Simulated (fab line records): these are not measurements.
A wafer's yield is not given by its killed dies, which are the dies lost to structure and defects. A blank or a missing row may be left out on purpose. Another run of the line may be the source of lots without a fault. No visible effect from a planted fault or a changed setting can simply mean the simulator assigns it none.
fab line records | flow nandHarc | part 2 of 2: steps 6 to 6 of 6
record: lots: 24 | wafers: 72 | lastDay: 24
route steps=1159 shown A_SGD_CUT@773 A_SLIT@803 A_WL_FILL@829 A_CONTACT@863
lots that met no fault: from a run of the same line without faults
startH: hours from the record's opening day to when the first of the lot's shown wafers began | waitH: hours elapsed since this lot's preceding step | " unchanged from the row above | L1.1+2: one row covering several wafers at once | - value missing, or start not given | * or withheld: withheld | < > ~ a bound
route shown NAME@n: names a module that has steps shown in the file, with the first one's number in the route | usual: average and standard deviation across the fault-free wafers | same: alike in all rows | chamber/n: place in a boat | sites: each site's reading | _std_site: the values' standard deviation | _edge_site: the outer-site mean with the inner-site mean subtracted | radiusMm: how far each site lies from the wafer's centre | mask NAME#n: copy n | behind: the tool/chamber that last shaped the wafer | hold: why the lot was held/for how many hours/how that ended | device: names the non-switching transistor (n, p or np) | end of line: the tests these same wafers got at the end of their route | a step without rows: its recipe alone | killed: at the first sort, the dies lost to defects and structure; wafer yield is something else | map: per-die view of a wafer (x killed, . not killed, _ where there is no die)
set.NAME: the setting as run; set.NAME@STEP: as run at that earlier step | model.NAME: the simulator's own value behind a step, which no gauge read
the route's steps for a sample of lots (tables are steps, rows are wafers)
services: the hour from which a tool's chamber was out of use, counted from the record's first day as startH (under 0 if before that day), plus the number of hours and why
== steps ==
step: NHARC_A_CONTACT_ETCH_102
recipe: targetDepthA: 700 | overetchA: 70 | timeS: 38.5 | ionEnergyEv: 100 | cf4FlowSccm: 80 | o2FlowSccm: 20 | arFlowSccm: 0 | rfW: 300 | biasW: 100 | chemistry: CF4/O2
usual: cf4FlowSccm: 79.97/0.27 | chamberPressureMTorr: 30.00/0.055 | drypumpMotorCurrentA: 5.7/0.44 | oesProductAu: 0.999/0.011 | rfVppV: 197.0/1.3 | showerheadPlenumPTorr: 1.30/0.051 | throttleValvePct: 13.398/0.0096
lot.wafer | tool       | chamber | startH | waitH | cf4FlowSccm | chamberPressureMTorr | drypumpMotorCurrentA | oesProductAu | rfHoursCounterH | rfVppV | showerheadPlenumPTorr | throttleValvePct
L076.2    | rieDiel-13 | 0       | 368.68 | 0.1   | 80.06       | 30.00                | 5.1                  | 0.993        | 30              | 196.8  | 1.27                  | 13.415
L076.1    | "          | 1       | "      | "     | 80.29       | 30.01                | 5.6                  | 1.005        | 33              | 199.1  | 1.34                  | 13.406
L076.6    | "          | 3       | "      | "     | 79.80       | 29.98                | 5.7                  | 0.994        | -               | 197.5  | 1.35                  | 13.390
L074.3    | rieDiel-05 | 3       | 375.06 | 0.2   | 80.14       | 29.98                | 5.7                  | 0.995        | 6               | 198.1  | 1.39                  | 13.401
L074.4    | "          | 0       | "      | "     | 79.72       | 29.99                | 5.8                  | 0.994        | 5               | 196.6  | 1.25                  | 13.391
L074.1    | "          | 1       | "      | "     | 79.71       | 30.00                | 5.2                  | 0.998        | 5               | 196.0  | 1.26                  | 13.409
L075.4    | rieDiel-02 | 0       | 375.22 | 0.1   | 80.23       | 29.99                | 6.4                  | 0.994        | 15              | 196.8  | 1.24                  | 13.400
L075.3    | "          | 2       | "      | "     | 79.60       | 30.01                | 5.4                  | 0.999        | 14              | 197.9  | 1.39                  | 13.385
L075.5    | "          | 0       | "      | "     | 80.25       | 29.41                | 6.4                  | 0.988        | -               | 195.8  | 1.24                  | 13.400
L077.1    | rieDiel-02 | 2       | 379.23 | 0.1   | 79.89       | 30.01                | 5.4                  | 1.011        | 15              | 197.5  | 1.39                  | 13.400
L077.2    | "          | 0       | "      | "     | 79.48       | 29.99                | 6.4                  | 1.013        | 16              | 195.9  | 1.24                  | 13.402
L077.4    | "          | 1       | "      | "     | 79.96       | 30.01                | 5.9                  | 1.001        | 16              | 196.6  | 1.33                  | 13.422
L078.1    | rieDiel-13 | 0       | 383.71 | 0.1   | 80.45       | 30.04                | 5.1                  | 0.998        | 37              | 195.3  | 1.27                  | 13.392
L078.3    | "          | 2       | "      | "     | 80.29       | 30.08                | 5.7                  | 0.990        | 36              | 195.5  | 1.28                  | 13.404
L078.6    | "          | 3       | "      | "     | 79.46       | 29.95                | 5.7                  | 0.995        | -               | 199.5  | 1.35                  | 13.408
L080.1    | rieDiel-13 | 0       | 405.36 | 0.1   | 79.59       | 30.02                | 5.1                  | 0.997        | 44              | 197.2  | 1.27                  | 13.406
L080.4    | "          | 0       | "      | "     | 79.98       | 30.03                | 5.1                  | 1.000        | -               | 197.3  | 1.26                  | 13.410
L080.5    | "          | 2       | "      | "     | 79.99       | 29.99                | 5.6                  | 0.992        | -               | 196.4  | 1.27                  | 13.406
L079.3    | rieDiel-13 | 1       | 406.56 | 0.1   | 79.48       | 30.01                | 5.6                  | 0.994        | 44              | 197.9  | 1.33                  | 13.396
L079.1    | "          | 2       | "      | "     | 79.83       | 30.01                | 5.7                  | 0.991        | 45              | 196.2  | 1.27                  | 13.403
L079.5    | "          | 0       | "      | "     | 79.82       | 30.01                | 5.1                  | 0.995        | -               | 196.5  | 1.26                  | 13.399
L081.4    | rieDiel-05 | 2       | 409.50 | 0.1   | 79.82       | 29.98                | 6.6                  | 0.985        | 13              | 196.1  | 1.27                  | 13.405
L081.3    | "          | 3       | "      | "     | 79.84       | 29.95                | 5.6                  | 0.978        | 14              | 198.1  | 1.39                  | 13.407
L081.2    | "          | 0       | "      | "     | 80.07       | 30.03                | 5.9                  | 0.992        | 14              | 195.3  | 1.25                  | 13.400
L082.4    | rieDiel-13 | 2       | 419.56 | 0.1   | 80.08       | 30.02                | 5.6                  | 0.994        | 51              | 196.1  | 1.27                  | 13.399
L082.1    | "          | 3       | "      | "     | 80.08       | 30.08                | 5.7                  | 1.008        | 50              | 198.3  | 1.34                  | 13.411
L082.2    | "          | 1       | "      | "     | 80.61       | 30.02                | 5.6                  | 1.008        | 49              | 196.2  | 1.33                  | 13.396
L083.2    | rieDiel-02 | 0       | 420.59 | 0.1   | 79.74       | 30.05                | 6.4                  | 1.006        | 28              | 195.3  | 1.24                  | 13.401
L083.1    | "          | 1       | "      | "     | 79.49       | 30.00                | 5.9                  | 0.997        | 29              | 198.2  | 1.33                  | 13.403
L083.5    | "          | 0       | "      | "     | 79.73       | 30.00                | 6.4                  | 1.007        | -               | 194.6  | 1.24                  | 13.409
L084.3    | rieDiel-02 | 0       | 431.74 | 0.1   | 79.80       | 30.00                | 6.4                  | 1.002        | 34              | 196.3  | 1.24                  | 13.402
L084.4    | "          | 1       | "      | "     | 80.13       | 29.99                | 5.9                  | 0.991        | 33              | 196.4  | 1.32                  | 13.388
L084.5    | "          | 0       | "      | "     | 80.29       | 29.98                | 6.4                  | 0.998        | -               | 195.9  | 1.24                  | 13.419
L087.2    | rieDiel-05 | 0       | 437.93 | 0.1   | 79.96       | 30.02                | 5.9                  | 0.991        | 21              | 196.0  | 1.25                  | 13.400
L087.3    | "          | 1       | "      | "     | 80.23       | 29.97                | 5.2                  | 0.997        | 19              | 195.5  | 1.25                  | 13.397
L087.5    | "          | 2       | "      | "     | 79.67       | 30.04                | 6.6                  | 0.986        | -               | 197.8  | 1.27                  | 13.407
L088.2    | rieDiel-13 | 2       | 441.42 | 0.1   | 80.02       | 30.04                | 5.7                  | 0.993        | 58              | 197.1  | 1.27                  | 13.382
L088.3    | "          | 3       | "      | "     | 79.73       | 29.97                | 5.7                  | 1.003        | 58              | 199.0  | 1.34                  | 13.405
L088.4    | "          | 1       | "      | "     | 80.22       | 30.03                | 5.6                  | 0.993        | 58              | 197.5  | 1.33                  | 13.398
L086.3    | rieDiel-13 | 1       | 450.24 | 0.1   | 80.31       | 30.01                | 5.6                  | 1.010        | 61              | 198.6  | 1.33                  | 13.390
L086.1    | "          | 2       | "      | "     | 79.72       | 30.00                | 5.7                  | 0.990        | 61              | 195.1  | 1.27                  | 13.396
L086.5    | "          | 3       | "      | "     | 79.75       | 30.03                | 5.7                  | 1.004        | -               | 197.7  | 1.34                  | 13.385
L089.4    | rieDiel-05 | 0       | 453.50 | 0.1   | 80.14       | 30.07                | 5.9                  | 0.998        | 24              | 196.5  | 1.25                  | 13.383
L089.5    | "          | 3       | "      | "     | 80.44       | 29.99                | 5.7                  | 0.986        | -               | 197.9  | 1.38                  | 13.391
L089.6    | "          | 0       | "      | "     | 79.82       | 30.00                | 5.8                  | 1.004        | -               | 194.1  | 1.25                  | 13.396
L085.3    | rieDiel-05 | 1       | 454.51 | 0.1   | 79.70       | 30.00                | 5.2                  | 1.013        | 22              | 197.7  | 1.25                  | 13.397
L085.4    | "          | 2       | "      | "     | 79.58       | 30.02                | 6.6                  | 0.998        | 22              | 196.2  | 1.27                  | 13.389
L085.5    | "          | 1       | "      | "     | 79.80       | 30.00                | 5.2                  | 1.003        | -               | 194.8  | 1.25                  | 13.392
L092.3    | rieDiel-05 | 1       | 466.20 | 0.1   | 80.13       | 30.00                | 5.2                  | 1.007        | 25              | 193.3  | 1.25                  | 13.391
L092.2    | "          | 3       | "      | "     | 79.89       | 30.01                | 5.7                  | 0.982        | 27              | 198.8  | 1.38                  | 13.389
L092.6    | "          | 2       | "      | "     | 80.32       | 29.98                | 6.6                  | 1.005        | -               | 197.0  | 1.26                  | 13.416
L091.1    | rieDiel-05 | 0       | 470.85 | 0.1   | 79.54       | 30.03                | 5.9                  | 1.012        | 28              | 196.9  | 1.24                  | 13.403
L091.2    | "          | 1       | "      | "     | 79.82       | 29.98                | 5.2                  | 0.990        | 25              | 195.6  | 1.25                  | 13.388
L091.6    | "          | 0       | "      | "     | 79.51       | 29.99                | 5.9                  | 1.008        | -               | 197.8  | 1.24                  | 13.395
L090.4    | rieDiel-05 | 0       | 472.40 | 0.0   | 80.17       | 29.98                | 5.8                  | 0.999        | 28              | 196.9  | 1.24                  | 13.394
L090.2    | "          | 2       | "      | "     | 80.32       | 30.01                | 6.7                  | 1.008        | 25              | 195.8  | 1.26                  | 13.409
L090.6    | "          | 1       | "      | "     | 80.07       | 30.00                | 5.2                  | 0.997        | -               | 197.2  | 1.25                  | 13.388
L093.1    | rieDiel-02 | 1       | 483.65 | 0.1   | 79.60       | 30.01                | 6.0                  | 0.992        | 56              | 196.2  | 1.32                  | 13.374
L093.3    | "          | 2       | "      | "     | 80.35       | 29.99                | 5.4                  | 1.015        | 53              | 199.2  | 1.38                  | 13.377
L093.5    | "          | 2       | "      | "     | 79.80       | 30.01                | 5.4                  | 1.007        | -               | 198.1  | 1.38                  | 13.408
L095.1    | rieDiel-05 | 0       | 502.43 | 0.1   | 80.13       | 30.03                | 5.9                  | 1.004        | 33              | 195.2  | 1.24                  | 13.414
L095.4    | "          | 2       | "      | "     | 79.80       | 30.00                | 6.7                  | 1.002        | 29              | 196.4  | 1.26                  | 13.394
L095.6    | "          | 0       | "      | "     | 80.07       | 30.00                | 5.9                  | 1.014        | -               | 195.8  | 1.24                  | 13.395
L097.1    | rieDiel-13 | 2       | 504.91 | 0.1   | 80.10       | 29.98                | 5.7                  | 0.995        | 17              | 195.2  | 1.27                  | 13.417
L097.2    | "          | 0       | "      | "     | 79.98       | 30.02                | 5.1                  | 1.010        | 16              | 197.5  | 1.26                  | 13.382
L097.5    | "          | 3       | "      | "     | 80.45       | 30.05                | 5.7                  | 1.000        | -               | 197.8  | 1.34                  | 13.389
L096.3    | rieDiel-05 | 1       | 507.06 | 0.0   | 79.98       | 29.99                | 5.2                  | 1.002        | 31              | 195.1  | 1.25                  | 13.395
L096.4    | "          | 3       | "      | "     | 79.88       | 29.98                | 5.7                  | 0.988        | 34              | 199.0  | 1.38                  | 13.376
L096.5    | "          | 1       | "      | "     | 79.91       | 30.00                | 5.2                  | 0.996        | -               | 195.8  | 1.25                  | 13.393
L094.2    | rieDiel-13 | 2       | 509.15 | 0.1   | 79.83       | 29.94                | 5.6                  | 0.991        | 20              | 197.4  | 1.27                  | 13.411
L094.4    | "          | 0       | "      | "     | 80.16       | 30.04                | 5.1                  | 1.000        | 18              | 197.5  | 1.26                  | 13.408
L094.6    | "          | 3       | "      | "     | 79.96       | 29.98                | 5.7                  | 0.979        | -               | 198.2  | 1.34                  | 13.399
== services ==
tool          | chamber | startH | hours | kind
rieDiel-13    | -       | 276.02 | 9.0   | pm
rieDiel-10    | 1       | 288.59 | 3.2   | repair
rieSi-01      | -       | 304.00 | 9.0   | pm
rieSi-01      | 2       | 315.31 | 1.2   | repair
rieSi-01      | -       | 317.71 | 5.1   | repair
rieDiel-05    | -       | 329.08 | 0.7   | repair
rieDiel-05    | 1       | 333.81 | 8.6   | repair
rieDiel-05    | -       | 340.60 | 9.0   | pm
rieDiel-10    | 3       | 350.81 | 9.0   | repair
rieDiel-10    | -       | 353.50 | 9.0   | pm
rieDiel-05    | 2       | 358.94 | 1.9   | repair
rieSi-06      | -       | 360.03 | 9.0   | pm
rieDiel-10    | 1       | 370.55 | 4.1   | repair
rieSi-06      | 0       | 372.32 | 2.4   | repair
harCapEtch-03 | -       | 394.48 | 0.3   | repair
harCapEtch-01 | -       | 396.31 | 0.3   | repair
rieDiel-13    | 1       | 404.80 | 1.4   | repair
rieSi-01      | 3       | 410.23 | 5.5   | repair
rieDiel-13    | -       | 453.05 | 9.0   | pm
rieSi-01      | 0       | 472.52 | 6.2   | repair
rieSi-01      | 3       | 472.74 | 1.9   | repair
rieDiel-10    | -       | 476.85 | 1.0   | repair
rieSi-01      | -       | 481.00 | 9.0   | pm
rieDiel-10    | 3       | 492.50 | 2.7   | repair
